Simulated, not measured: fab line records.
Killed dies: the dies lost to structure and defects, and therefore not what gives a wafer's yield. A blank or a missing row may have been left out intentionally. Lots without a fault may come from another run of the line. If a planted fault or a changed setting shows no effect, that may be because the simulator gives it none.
Matching of chambers :: flow n5_finfet :: N5_BEOL_M2_CO_CAP_55 on cvd_co-01 has 3 sister chambers
The step material Co, precursor CCTBA/H2, target thk 2 nm, time 102.1 s. 6 wafers are shown with their chamber, then 12 later ones without.

## WAFERS WITH THEIR CHAMBER
wafer: L081.2
chamber: 1
heater_power_w (W): 220

wafer: L086.2
chamber: 0
heater_power_w (W): 211

wafer: L086.6
chamber: 1
heater_power_w (W): 225

wafer: L087.2
chamber: 0
heater_power_w (W): 216

wafer: L087.3
chamber: 2
heater_power_w (W): 187

wafer: L087.4
chamber: 2
heater_power_w (W): 189

## WAFERS WITH NO CHAMBER GIVEN
wafer: L090.1
heater_power_w (W): 217

wafer: L090.2
heater_power_w (W): 192

wafer: L090.3
heater_power_w (W): 222

wafer: L091.1
heater_power_w (W): 210

wafer: L091.2
heater_power_w (W): 230

wafer: L091.5
heater_power_w (W): 189

wafer: L094.2
heater_power_w (W): 191

wafer: L094.3
heater_power_w (W): 226

wafer: L094.5
heater_power_w (W): 228

wafer: L096.1
heater_power_w (W): 220

wafer: L096.2
heater_power_w (W): 189

wafer: L096.6
heater_power_w (W): 206

## THE CHAMBER EACH PASSED THROUGH
wafer: L090.1
from the rows above: can't be placed: 0 or 1
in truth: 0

wafer: L090.2
from the rows above: 2
in truth: 2

wafer: L090.3
from the rows above: 1
in truth: 1

wafer: L091.1
from the rows above: 0
in truth: 0

wafer: L091.2
from the rows above: 1
in truth: 1

wafer: L091.5
from the rows above: 2
in truth: 2

wafer: L094.2
from the rows above: 2
in truth: 2

wafer: L094.3
from the rows above: 1
in truth: 1

wafer: L094.5
from the rows above: 1
in truth: 1

wafer: L096.1
from the rows above: can't be placed: 1 or 0
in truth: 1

wafer: L096.2
from the rows above: 2
in truth: 2

wafer: L096.6
from the rows above: 0
in truth: 0
Correct placement for 10 of the 12. Can't be placed from these rows: 2 (the true chamber is among the candidates in 2). Number placed wrongly: 0.
How it was worked out, from the rows above alone: a wafer's distance from a chamber is the root of the sum, over the readings, of the square of ((its reading less the chamber's mean) divided by the reading's scatter). The wafer belongs to the nearest chamber; if the next one is less than 2 further off, it can't be placed. The mean given for a chamber averages the wafers shown for that chamber. How the scatter is found: for the shown wafers, subtract from each reading the mean of its chamber, square and add these, divide the total by (wafers less chambers), then take the root.
